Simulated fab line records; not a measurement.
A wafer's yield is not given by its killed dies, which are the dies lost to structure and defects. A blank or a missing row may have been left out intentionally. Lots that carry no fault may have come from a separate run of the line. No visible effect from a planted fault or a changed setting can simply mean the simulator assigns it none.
Matching of chambers -- flow n5-finfet -- N5_BEOL_M7_CURE_74 on uv-cure-02 has 3 sister chambers
The step cures SiCOH lowk, time 240 s. 6 wafers are shown with their chamber, then 10 later ones without.

EACH WAFER AND ITS CHAMBER
wafer,chamber,wafer_temp_C_max,lamp-power-pct (%)
L083.2,2,388.2,52.30
L083.5,2,389.1,52.35
L086.3,0,386.7,52.34
L086.4,0,385.8,52.34
L088.1,1,386.7,52.37
L088.2,1,386.9,52.36

WAFERS WHOSE CHAMBER IS MISSING
wafer,wafer_temp_C_max,lamp-power-pct (%)
L088.3,386.9,52.23
L092.1,386.3,52.34
L092.4,386.1,52.27
L092.5,386.7,52.32
L096.1,386.6,52.34
L096.3,387.2,52.32
L096.5,386.6,52.35
L094.1,388.5,52.38
L094.5,387.4,52.33
L094.6,387.8,52.25

WHICH CHAMBER EACH ONE RAN IN
wafer,from the rows above,in truth
L088.3,can't be placed: 0 or 2 or 1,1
L092.1,can't be placed: 0 or 1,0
L092.4,can't be placed: 0 or 1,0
L092.5,can't be placed: 0 or 1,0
L096.1,can't be placed: 0 or 1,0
L096.3,can't be placed: 0 or 1 or 2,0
L096.5,can't be placed: 1 or 0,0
L094.1,can't be placed: 2 or 1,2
L094.5,can't be placed: 1 or 0 or 2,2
L094.6,can't be placed: 2 or 0 or 1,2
Placed correctly: 0 of 10. From these rows, 10 cannot be placed; in 10 the true chamber is one of the candidates. Placed wrongly: 0.
How it was worked out, from the rows above alone: a wafer's distance from a chamber is the root of the sum, over the readings, of the square of ((its reading less the chamber's mean) divided by the reading's scatter). If the next closest chamber is less than 2 further off than the closest, the wafer can't be placed; otherwise it belongs to the closest. Each chamber's mean is taken over the wafers shown for it. The scatter is the square root of a quotient: the sum, over the shown wafers, of each reading's squared deviation from its chamber's mean, divided by wafers minus chambers.
